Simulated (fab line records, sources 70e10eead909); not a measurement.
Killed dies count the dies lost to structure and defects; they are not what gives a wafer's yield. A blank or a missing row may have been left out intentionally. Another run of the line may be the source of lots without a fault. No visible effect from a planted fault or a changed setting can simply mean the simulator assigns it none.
Matching of chambers	flow nandHarc	NHARC_A_CONTACT_ETCH_75 on rieDiel-09 has 4 sister chambers
The step etches the open film in CF4, target depth 39 nm, time 65 s. 24 wafers are shown with their chamber, then 12 later ones without.

WAFERS, EACH WITH ITS CHAMBER
wafer	chamber	showerheadPlenumPTorr (Torr)	rfVppV (V)	oesProductAu (a.u.)
L077.3	2	1.79	151.4	1.003
L077.4	3	1.64	148.4	0.992
L077.5	0	1.68	150.7	0.988
L080.1	1	1.85	154.2	0.998
L080.4	0	1.68	149.1	0.983
L080.5	0	1.68	149.7	0.985
L082.2	3	1.64	150.8	0.991
L082.5	1	1.85	152.5	0.984
L082.6	2	1.79	152.2	0.999
L085.1	2	1.79	151.6	1.002
L085.4	3	1.64	150.6	1.009
L085.5	1	1.85	151.4	0.999
L084.3	1	1.85	152.4	1.003
L084.4	1	1.85	153.4	1.005
L084.5	3	1.64	148.7	1.002
L086.2	1	1.85	151.9	0.984
L086.3	0	1.68	150.8	0.994
L086.4	2	1.79	153.1	0.988
L087.2	1	1.85	151.5	1.003
L087.3	2	1.79	151.3	1.005
L087.4	0	1.68	149.9	1.002
L091.2	1	1.85	152.5	1.016
L091.3	2	1.79	150.8	0.997
L091.5	0	1.67	149.8	0.992

SIGNATURES (averages over the wafers above)
reading	chamber 0	chamber 1	chamber 2	chamber 3	scatter within a chamber
showerheadPlenumPTorr	1.6783	1.8500	1.7900	1.6400	0.00204
rfVppV	150.000	152.475	151.733	149.625	0.903
oesProductAu	0.99067	0.99900	0.99900	0.99850	0.00853
Rule: distance of a wafer from a chamber = root of the sum over the readings of ((wafer's reading minus chamber's mean) / reading's scatter) squared. If the next closest chamber is less than 2 further off than the closest, the wafer can't be placed; otherwise it belongs to the closest. The scatter: take each reading less its chamber's mean, square it, sum over the shown wafers, divide by the number of wafers less the number of chambers, and take the root.

WAFERS WHOSE CHAMBER IS MISSING
wafer	showerheadPlenumPTorr (Torr)	rfVppV (V)	oesProductAu (a.u.)
L092.3	1.78	151.8	1.003
L092.4	1.85	152.4	0.989
L092.5	1.67	148.9	0.988
L093.1	1.85	151.1	0.989
L093.2	1.67	150.6	0.991
L093.3	1.78	151.8	0.995
L095.3	1.78	150.6	0.998
L095.5	1.91	153.0	0.988
L095.6	1.67	149.1	0.985
L097.3	1.78	151.6	0.999
L097.5	1.84	152.8	0.982
L097.6	1.67	151.0	0.987

THE CHAMBER EACH PASSED THROUGH
wafer	from the rows above	in truth
L092.3	2	2
L092.4	1	1
L092.5	0	0
L093.1	1	1
L093.2	0	0
L093.3	2	2
L095.3	2	2
L095.5	1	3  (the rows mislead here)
L095.6	0	0
L097.3	2	2
L097.5	1	1
L097.6	0	0
Correctly placed: 11 of 12. Number that these rows cannot place: 0. Placed wrongly: 1.
